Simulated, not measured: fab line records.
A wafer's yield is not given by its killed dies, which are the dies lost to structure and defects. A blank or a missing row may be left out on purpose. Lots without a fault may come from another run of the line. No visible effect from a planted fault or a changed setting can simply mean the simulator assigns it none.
Lot-split experiment    flow n5Finfet    7 lots, 21 wafers read, on a route of 1938 steps

THE SPLIT ITSELF
At N5_MOL_CONTACT_COAG_EXPOSE_05 (exposes mask CA, defocus 0 nm), the setting doseMj was moved away from the recipe's 38.25 on 9 of the 21 wafers read, by -7.1% to +6.6%. For the rest of the wafers, this setting stayed at what the recipe calls for.

FROM THE SPLIT TO THE READING: what the file shows between them, 11 steps
- N5_MOL_CONTACT_COAG_PEB_06: peb time 60 s
- N5_MOL_CONTACT_COAG_DEVELOP_07: develop time 30 s
- N5_MOL_CONTACT_COAG_CD_MEAS_08: target cd 28 nm
- N5_MOL_CONTACT_COAG_DESCUM_13: chemistry O2, time 7 s
- N5_MOL_CONTACT_COAG_ETCH_59: etches underlayer in N2/H2, target depth 13 nm, time 10.4 s
- N5_MOL_CONTACT_COAG_ETCH_105: etches SiARC in CF4, target depth 15.6 nm, time 26 s
- N5_MOL_CONTACT_COAG_CONTACT_ETCH_14: etches SiO2 in C4F6/O2, target depth 27.5 nm, overetch 8.5 nm, time 20 s (also split here: sourceW)
- N5_MOL_CONTACT_COAG_STRIP_109: strips in C4F6/O2
- N5_MOL_CONTACT_COAG_ETCH_15: etches SiNx in CH3F/O2, stops on Si:P, target depth 7 nm
- N5_MOL_CONTACT_COAG_ETCH_110: etches Si in CF4/O2, target depth 2.5 nm, time 8 s
- N5_MOL_CONTACT_COAG_STRIP_98: strips in N2/H2

THE READING
cdNm, in nm, at N5_MOL_CONTACT_COAG_CD_MEAS_99 (target cd 17.2 nm). Fault-free wafers of this fab line usually give 17.19 nm, standard deviation 0.28 nm.

wafer   tool, chamber at the split  doseMj as run  against the recipe  cdNm, nm  against lot-mates on the recipe
L077.3  euvScanner-02, 0            35.91          -6.1%               15.91     -1.11
L077.4  euvScanner-02, 0            38.25          recipe              17.02     -
L077.5  euvScanner-02, 0            35.91          -6.1%               16.30     -0.72
L079.1  euvScanner-02, 0            38.25          recipe              17.21     -
L079.3  euvScanner-02, 0            38.25          recipe              16.99     -
L079.5  euvScanner-02, 0            38.25          recipe              17.14     -
L080.2  euvScanner-02, 0            38.25          recipe              17.24     -
L080.5  euvScanner-02, 0            35.92          -6.1%               16.09     -1.15
L080.6  euvScanner-02, 0            35.92          -6.1%               15.89     -1.35
L085.1  euvScanner-02, 0            38.25          recipe              16.91     -
L085.5  euvScanner-02, 0            35.54          -7.1%               15.81     -1.10
L085.6  euvScanner-02, 0            35.54          -7.1%               15.41     -1.50
L088.2  euvScanner-01, 0            38.25          recipe              17.38     -
L088.3  euvScanner-01, 0            38.25          recipe              16.86     -
L088.6  euvScanner-01, 0            38.25          recipe              17.44     -
L092.1  euvScanner-02, 0            40.78          +6.6%               18.60     no lot-mate on the recipe
L092.2  euvScanner-02, 0            40.78          +6.6%               18.81     no lot-mate on the recipe
L092.3  euvScanner-02, 0            40.78          +6.6%               18.74     no lot-mate on the recipe
L095.1  euvScanner-01, 0            38.25          recipe              17.23     -
L095.3  euvScanner-01, 0            38.25          recipe              16.90     -
L095.6  euvScanner-01, 0            38.25          recipe              17.69     -

FIT RESULTS
A straight line over all 21 wafers: cdNm changes by +0.213 nm for each +1% of doseMj; r = +0.97; the points scatter about the line by 0.23 nm.
The same after taking each lot's own level away (the mean of its wafers on the recipe; 18 wafers): +0.18 nm for each +1%; r = +0.93; scatter 0.23 nm.
That fit puts the effect of the largest move of doseMj on the reading at 1.3 nm.
Measured against the standard deviation above, the lots' own levels, which go from 16.910 to 17.273 nm, span 1.3 times it.
Hence the slope depends on the lot-to-lot level, as the two fits are not the same.
Check: with one of the wafers moved furthest among these (-7.1%) left out of the fit, the line predicts -1.32 nm for it against its lot-mates. Against them it came out at -1.1 nm.

THE OTHER SPLITS THESE WAFERS WENT THROUGH
Before the reading, these wafers also passed through other splits. Each is held against what the fit with the lots' levels taken away leaves over:
other split on the same wafers               wafers away from the commonest value  r with cdNm (lot level and that fit taken away)
N5_HKMG_FIN_HK_ALD_01 aldCycles              5                                     -0.15
N5_HKMG_FIN_ETCH_58 sourceW                  9                                     +0.22
N5_GATE_CUT_EXPOSE_10 doseMj                 5                                     -0.04
N5_GATE_CUT_ETCH_36 cf4FlowSccm              4                                     -0.03
N5_MOL_CONTACT_COAG_CONTACT_ETCH_14 sourceW  6                                     -0.05

THE WHOLE CHAIN: every reading that the file lists as answering this split, in the file's order
step                            what it does                                                 reading                                                                       change (the file's fit)                r (the file's)
N5_MOL_CONTACT_COAG_CD_MEAS_08  target cd 28 nm                                              cdNm                                                                          +0.213 nm for each +1% of the setting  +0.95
N5_MOL_CONTACT_COAG_ETCH_59     etches underlayer in N2/H2, target depth 13 nm, time 10.4 s  MOL_CONTACT_COAG.cdOffsetNm (the simulator's own value, which no gauge read)  +0.228 nm for each +1% of the setting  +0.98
N5_MOL_CONTACT_COAG_ETCH_105    etches SiARC in CF4, target depth 15.6 nm, time 26 s         MOL_CONTACT_COAG.cdOffsetNm (the simulator's own value, which no gauge read)  +0.218 nm for each +1% of the setting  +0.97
N5_MOL_CONTACT_COAG_CD_MEAS_99  target cd 17.2 nm                                            cdNm                                                                          +0.18 nm for each +1% of the setting   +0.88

FILE'S OWN FIT
cdNm changes by +0.18 nm for each +1% of doseMj, r = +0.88.
